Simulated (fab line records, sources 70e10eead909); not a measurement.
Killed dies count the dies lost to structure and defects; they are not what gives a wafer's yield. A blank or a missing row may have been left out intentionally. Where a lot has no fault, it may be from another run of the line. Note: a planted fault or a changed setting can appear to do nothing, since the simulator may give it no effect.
Matching of chambers	flow nand harc	4 sister chambers for NHARC_A_STAIRCASE_ALD_415 on ald hk-02
The step deposits SiO2, target thk 30 nm, pulse time 6 s, ald cycles 300. 8 wafers are shown with their chamber, then 7 later ones without.

== EACH WAFER AND ITS CHAMBER ==
wafer	chamber	heater power outer w (W)	heater power w (W)
L076.1	0	308	496
L082.1	0	303	504
L082.4	1	250	460
L085.2	1	249	469
L085.3	3	260	458
L085.6	2	282	526
L086.3	3	262	442
L086.4	2	283	524

== WAFERS MISSING THEIR CHAMBER ==
wafer	heater power outer w (W)	heater power w (W)
L086.5	243	473
L093.3	264	450
L093.5	234	451
L093.6	269	522
L097.2	311	509
L097.3	274	511
L097.5	280	509

== CHAMBER TAKEN BY EACH ==
wafer	from the rows above	in truth
L086.5	1	1
L093.3	3	3
L093.5	1	1
L093.6	2	2
L097.2	0	0
L097.3	2	2
L097.5	2	2
Placed correctly: 7 of 7. From these rows, 0 cannot be placed. Number placed wrongly: 0.
How it was worked out, from the rows above alone: a wafer's distance from a chamber is the root of the sum, over the readings, of the square of ((its reading less the chamber's mean) divided by the reading's scatter). The wafer belongs to the nearest chamber; if the next one is less than 2 further off, it can't be placed. Each chamber's mean is taken over the wafers shown for it. The scatter is the square root of a quotient: the sum, over the shown wafers, of each reading's squared deviation from its chamber's mean, divided by wafers minus chambers.
